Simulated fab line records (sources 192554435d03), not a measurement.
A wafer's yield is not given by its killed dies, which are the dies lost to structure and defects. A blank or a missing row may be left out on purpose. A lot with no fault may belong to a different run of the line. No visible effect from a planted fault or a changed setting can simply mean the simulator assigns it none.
fab line records | flow n5Finfet | part 2 of 2: steps 27 to 31 of 31
record: lots: 5 | wafers: 15 | lastDay: 18
route steps=1938 shown SDB@375 DUMMY_REMOVAL@377 HKMG_FIN@385
lots untouched by any fault: they come from a run of this same line in which no faults occurred
startH: start of the lot's first displayed wafer, in hours after the record's first day | waitH: hours elapsed since this lot's preceding step | " identical to the entry in the row above | L1.1+2: a single row standing in for several wafers | - no value present, or no start provided | * or withheld: withheld | < > ~ a bound
route shown NAME@n: a module of which the file shows steps, and the number in the route of the first | usual: mean/standard deviation of fault-free wafers | same: alike in all rows | chamber/n: place in a boat | sites: each site's reading | _std_site: standard deviation across them | _edge_site: inner sites' mean taken away from outer sites' mean | radiusMm: for every site, how far away it sits from the centre of the wafer | mask NAME#n: copy n | behind: tool/chamber where the wafer was last shaped | hold: the reason the lot was held/the length of the hold in hours/how it ended | device: which transistor (n, p or np) failed to switch | end of line: the tests these same wafers got at the end of their route | step lacking rows: just its recipe | killed: not the wafer's yield, but the dies lost to structure and defects at the first sort | map: a wafer's dies, x killed, . not, _ none there
set.NAME: the setting the step ran with; set.NAME@STEP: the setting that earlier step ran with | model.NAME: the simulator's own value behind a step, which no gauge read
lots seen at some steps along the route; tables by step, rows by wafer
services: a tool's chamber out of use, with start hour (startH, from the record's first day; less than 0 if before it), hours out, and reason
== steps ==
step: N5_HKMG_FIN_DESCUM_53
recipe: chemistry: O2 | timeS: 7.9 | sourcePowerW: 50 | biasPowerW: 20 | pressureMtorr: 20 | rfFrequencyHz: 2.712e+07 | tempC: 40 | resist: CAR-ArF | o2FlowSccm: 225
usual: drypumpMotorCurrentA: 5.7/0.44 | oesProductAu: 0.82/0.098 | rfVppV: 243.5/1.3 | showerheadPlenumPTorr: 2.11/0.073 | throttleValvePct: 20.30/0.17
lot.wafer | tool       | chamber | startH | waitH | drypumpMotorCurrentA | oesProductAu | rfHoursCounterH | rfVppV | showerheadPlenumPTorr | throttleValvePct
L076.1    | rieDiel-04 | 0       | 85.38  | 0.0   | 5.2                  | 0.67         | 231             | 243.7  | 2.05                  | 20.07
L076.3    | "          | 3       | "      | "     | 6.5                  | 0.75         | 166             | 244.6  | 2.18                  | 20.49
L076.4    | "          | 2       | "      | "     | 5.8                  | 0.71         | 209             | 242.8  | 2.05                  | 20.41
L082.3    | rieDiel-02 | 1       | 120.69 | 0.1   | 5.2                  | 0.89         | 32              | 243.4  | 2.13                  | 20.22
L082.5    | "          | 0       | "      | "     | 5.8                  | 0.74         | -               | 240.5  | 2.00                  | 20.33
L082.6    | "          | 1       | "      | "     | 5.2                  | 0.89         | -               | 244.3  | 2.13                  | 20.22
L085.1    | rieDiel-04 | 2       | 136.00 | 0.0   | 5.8                  | 0.71         | 224             | 242.9  | 2.05                  | 20.42
L085.2    | "          | 1       | "      | "     | 5.3                  | 0.93         | 20              | 243.4  | 2.14                  | 20.22
L085.4    | "          | 3       | "      | "     | 6.5                  | 0.74         | 182             | 245.0  | 2.17                  | 20.51
L090.2    | rieDiel-05 | 0       | 168.93 | 0.1   | 5.7                  | 0.91         | 22              | 241.4  | 2.04                  | 20.22
L090.4    | "          | 3       | "      | "     | 5.2                  | 0.89         | 31              | 244.5  | 2.22                  | 20.25
L090.6    | "          | 2       | "      | "     | 6.5                  | 0.69         | -               | 242.5  | 2.15                  | 20.69
L094.1    | rieDiel-02 | 1       | 196.74 | 0.1   | 5.3                  | 0.85         | 61              | 243.1  | 2.12                  | 20.26
L094.2    | "          | 0       | "      | "     | 5.8                  | 0.72         | 197             | 241.1  | 1.99                  | 20.37
L094.4    | "          | 2       | "      | "     | 6.2                  | 0.81         | 84              | 245.1  | 2.21                  | 20.25
step: N5_HKMG_FIN_ETCH_54
recipe: chemistry: CF4 | target: SiARC | targetDepthA: 455 | maskMaterial: CAR-ArF | timeS: 75.8 | ionEnergyEv: 80 | pressureMtorr: 40 | sourceW: 545 | biasW: 36 | Ar_flow_sccm: 100 | cf4FlowSccm: 100 | ends: cleared
usual: drypumpMotorCurrentA: 5.7/0.43 | etchRfOnTimeS: 75.6/1.4 | oesProductAu: 0.70/0.084 | rfVppV: 184.4/1.2 | showerheadPlenumPTorr: 2.16/0.07 | throttleValvePct: 15.51/0.21
lot.wafer | tool       | chamber | startH | waitH | drypumpMotorCurrentA | etchRfOnTimeS | oesProductAu | rfHoursCounterH | rfVppV | showerheadPlenumPTorr | throttleValvePct
L076.1    | rieDiel-04 | 0       | 85.41  | 0.0   | 5.2                  | 75.5          | 0.58         | 231             | 184.0  | 2.12                  | 15.51
L076.3    | "          | 3       | "      | "     | 6.5                  | 75.3          | 0.64         | 166             | 185.3  | 2.21                  | 15.59
L076.4    | "          | 2       | "      | "     | 5.8                  | 73.3          | 0.62         | 209             | 184.9  | 2.12                  | 15.75
L082.3    | rieDiel-02 | 1       | 120.73 | 0.0   | 5.3                  | 75.8          | 0.77         | 32              | 184.8  | 2.18                  | 15.40
L082.5    | "          | 0       | "      | "     | 5.8                  | 76.9          | 0.64         | -               | 183.2  | 2.05                  | 15.56
L082.6    | "          | 1       | "      | "     | 5.3                  | 75.8          | 0.77         | -               | 183.4  | 2.18                  | 15.40
L085.1    | rieDiel-04 | 2       | 136.03 | 0.0   | 5.8                  | 74.5          | 0.61         | 224             | 183.5  | 2.11                  | 15.80
L085.2    | "          | 1       | "      | "     | 5.3                  | 74.2          | 0.78         | 20              | 184.3  | 2.18                  | 15.32
L085.4    | "          | 3       | "      | "     | 6.5                  | 75.4          | 0.63         | 182             | 184.9  | 2.21                  | 15.61
L090.2    | rieDiel-05 | 0       | 168.97 | 0.0   | 5.7                  | 74.9          | 0.78         | 22              | 182.9  | 2.08                  | 15.33
L090.4    | "          | 3       | "      | "     | 5.2                  | 76.0          | 0.76         | 31              | 186.5  | 2.28                  | 15.51
L090.6    | "          | 2       | "      | "     | 6.5                  | 76.8          | 0.59         | -               | 185.0  | 2.21                  | 16.02
L094.1    | rieDiel-02 | 1       | 196.78 | 0.0   | 5.3                  | 74.9          | 0.74         | 61              | 183.5  | 2.17                  | 15.47
L094.2    | "          | 0       | "      | "     | 5.8                  | 76.9          | 0.61         | 197             | 183.0  | 2.04                  | 15.62
L094.4    | "          | 2       | "      | "     | 6.2                  | 74.9          | 0.70         | 84              | 185.0  | 2.24                  | 15.32
step: N5_HKMG_FIN_ETCH_55
recipe: chemistry: N2/H2 | target: SOC | targetDepthA: 2400 | tempC: 40 | timeS: 300 | ionEnergyEv: 200 | maskMaterial: SiARC | pressureMtorr: 30 | sourceW: 840 | biasW: 150 | n2FlowSccm: 200 | h2FlowSccm: 200
usual: drypumpMotorCurrentA: 5.7/0.43 | oesProductAu: 0.82/0.099 | rfVppV: 524.4/2.5 | showerheadPlenumPTorr: 2.57/0.089 | throttleValvePct: 17.74/0.2
lot.wafer | tool       | chamber | startH | waitH | drypumpMotorCurrentA | oesProductAu | rfHoursCounterH | rfVppV | showerheadPlenumPTorr | throttleValvePct
L076.1    | rieDiel-04 | 0       | 85.47  | 0.0   | 5.3                  | 0.68         | 231             | 522.0  | 2.50                  | 17.49
L076.3    | "          | 3       | "      | "     | 6.5                  | 0.75         | 166             | 526.4  | 2.63                  | 17.83
L076.4    | "          | 2       | "      | "     | 5.8                  | 0.72         | 209             | 524.1  | 2.51                  | 17.88
L082.3    | rieDiel-02 | 1       | 120.79 | 0.0   | 5.2                  | 0.90         | 32              | 525.2  | 2.60                  | 17.72
L082.5    | "          | 0       | "      | "     | 5.8                  | 0.75         | -               | 520.3  | 2.42                  | 17.73
L082.6    | "          | 1       | "      | "     | 5.3                  | 0.89         | -               | 525.8  | 2.60                  | 17.71
L085.1    | rieDiel-04 | 2       | 136.09 | 0.0   | 5.8                  | 0.71         | 224             | 523.0  | 2.50                  | 17.90
L085.2    | "          | 1       | "      | "     | 5.4                  | 0.93         | 20              | 525.8  | 2.61                  | 17.60
L085.4    | "          | 3       | "      | "     | 6.5                  | 0.74         | 182             | 524.5  | 2.63                  | 17.86
L090.2    | rieDiel-05 | 0       | 169.02 | 0.0   | 5.8                  | 0.91         | 22              | 522.6  | 2.49                  | 17.76
L090.4    | "          | 3       | "      | "     | 5.2                  | 0.89         | 31              | 528.2  | 2.72                  | 17.73
L090.6    | "          | 2       | "      | "     | 6.6                  | 0.69         | -               | 525.2  | 2.64                  | 18.29
L094.1    | rieDiel-02 | 1       | 196.83 | 0.0   | 5.2                  | 0.85         | 61              | 525.1  | 2.59                  | 17.75
L094.2    | "          | 0       | "      | "     | 5.8                  | 0.72         | 197             | 520.4  | 2.41                  | 17.81
L094.4    | "          | 2       | "      | "     | 6.2                  | 0.81         | 84              | 527.8  | 2.66                  | 17.52
step: N5_HKMG_FIN_STRIP_56
recipe: chemistry: N2/H2 | tempC: 40 | n2FlowSccm: 200 | h2FlowSccm: 200 | rfFrequencyHz: 6e+07
lot.wafer  | tool       | chamber | startH | waitH
L076.1+3+4 | rieDiel-04 | 0,3,2   | 85.65  | 0.1
L082.3+5+6 | rieDiel-02 | 1,0,1   | 120.97 | 0.1
L085.1+2+4 | rieDiel-04 | 2,1,3   | 136.27 | 0.1
L090.2+4+6 | rieDiel-05 | 0,3,2   | 169.20 | 0.1
L094.1+2+4 | rieDiel-02 | 1,0,2   | 197.01 | 0.1
step: N5_HKMG_FIN_STRIP_57
recipe: chemistry: CF4 | resist: SiARC | powerW: 300 | biasPowerW: 75 | pressureMtorr: 50 | cf4FlowSccm: 150 | rfFrequencyHz: 6e+07
usual: drypumpMotorCurrentA: 5.7/0.44 | oesProductAu: 0.81/0.092 | rfVppV: 271.5/1.4 | showerheadPlenumPTorr: 1.81/0.059 | throttleValvePct: 13.49/0.22
lot.wafer | tool       | chamber | startH | waitH | drypumpMotorCurrentA | oesProductAu | rfHoursCounterH | rfVppV | showerheadPlenumPTorr | throttleValvePct
L076.1    | rieDiel-04 | 0       | 85.66  | 0.0   | 5.2                  | 0.68         | 231             | 270.2  | 1.79                  | 13.56
L076.3    | "          | 3       | "      | "     | 6.5                  | 0.74         | 166             | 272.2  | 1.86                  | 13.61
L076.4    | "          | 2       | "      | "     | 5.8                  | 0.71         | 209             | 269.8  | 1.78                  | 13.77
L082.3    | rieDiel-02 | 1       | 120.98 | 0.0   | 5.2                  | 0.88         | 32              | 271.0  | 1.83                  | 13.37
L082.5    | "          | 0       | "      | "     | 5.8                  | 0.73         | -               | 268.3  | 1.72                  | 13.55
L082.6    | "          | 1       | "      | "     | 5.2                  | 0.89         | -               | 273.3  | 1.83                  | 13.37
L085.1    | rieDiel-04 | 2       | 136.28 | 0.0   | 5.7                  | 0.70         | 224             | 272.2  | 1.77                  | 13.81
L085.2    | "          | 1       | "      | "     | 5.4                  | 0.90         | 20              | 271.1  | 1.82                  | 13.27
L085.4    | "          | 3       | "      | "     | 6.5                  | 0.72         | 182             | 271.8  | 1.86                  | 13.63
L090.2    | rieDiel-05 | 0       | 169.21 | 0.0   | 5.8                  | 0.89         | 22              | 269.7  | 1.74                  | 13.27
L090.4    | "          | 3       | "      | "     | 5.2                  | 0.88         | 31              | 271.9  | 1.92                  | 13.45
L090.6    | "          | 2       | "      | "     | 6.5                  | 0.70         | -               | 272.0  | 1.85                  | 14.03
L094.1    | rieDiel-02 | 1       | 197.02 | 0.0   | 5.3                  | 0.84         | 61              | 271.8  | 1.82                  | 13.44
L094.2    | "          | 0       | "      | "     | 5.8                  | 0.72         | 197             | 270.3  | 1.71                  | 13.62
L094.4    | "          | 2       | "      | "     | 6.2                  | 0.80         | 84              | 272.2  | 1.88                  | 13.37
== services ==
tool            | chamber | startH | hours | kind
arfiScanner-01  | -       | 60.92  | 1.3   | pm
rieDiel-02      | 3       | 63.35  | 3.5   | repair
arfiScanner-02  | -       | 78.58  | 1.3   | pm
rieDiel-06      | 3       | 84.92  | 1.6   | repair
aldHk-03        | -       | 88.71  | 14.6  | pm
rieDiel-02      | -       | 93.56  | 0.3   | repair
rtpAnneal-02    | -       | 100.84 | 8.3   | pm
aldHk-03        | -       | 103.31 | 1.2   | pm
rtpAnneal-02    | -       | 112.75 | 4.5   | pm
arfiScanner-01  | -       | 114.65 | 6.0   | pm
rieDiel-03      | -       | 116.21 | 0.6   | repair
aldHk-03        | -       | 116.27 | 2.8   | pm
rieDiel-03      | -       | 123.78 | 2.8   | pm
arfiScanner-01  | -       | 131.12 | 0.8   | pm
arfiScanner-03  | -       | 134.96 | 1.3   | pm
remotePlasma-02 | -       | 136.18 | 0.7   | repair
arfiScanner-03  | -       | 146.59 | 3.9   | pm
rieDiel-06      | 0       | 160.21 | 2.8   | repair
rieDiel-04      | 2       | 165.46 | 6.9   | repair
arfiScanner-02  | -       | 167.23 | 1.0   | pm
arfiScanner-02  | -       | 172.70 | 3.9   | pm
arfiScanner-01  | -       | 176.08 | 0.8   | repair
arfiScanner-01  | -       | 182.76 | 1.0   | pm
arfiScanner-02  | -       | 187.31 | 1.1   | repair
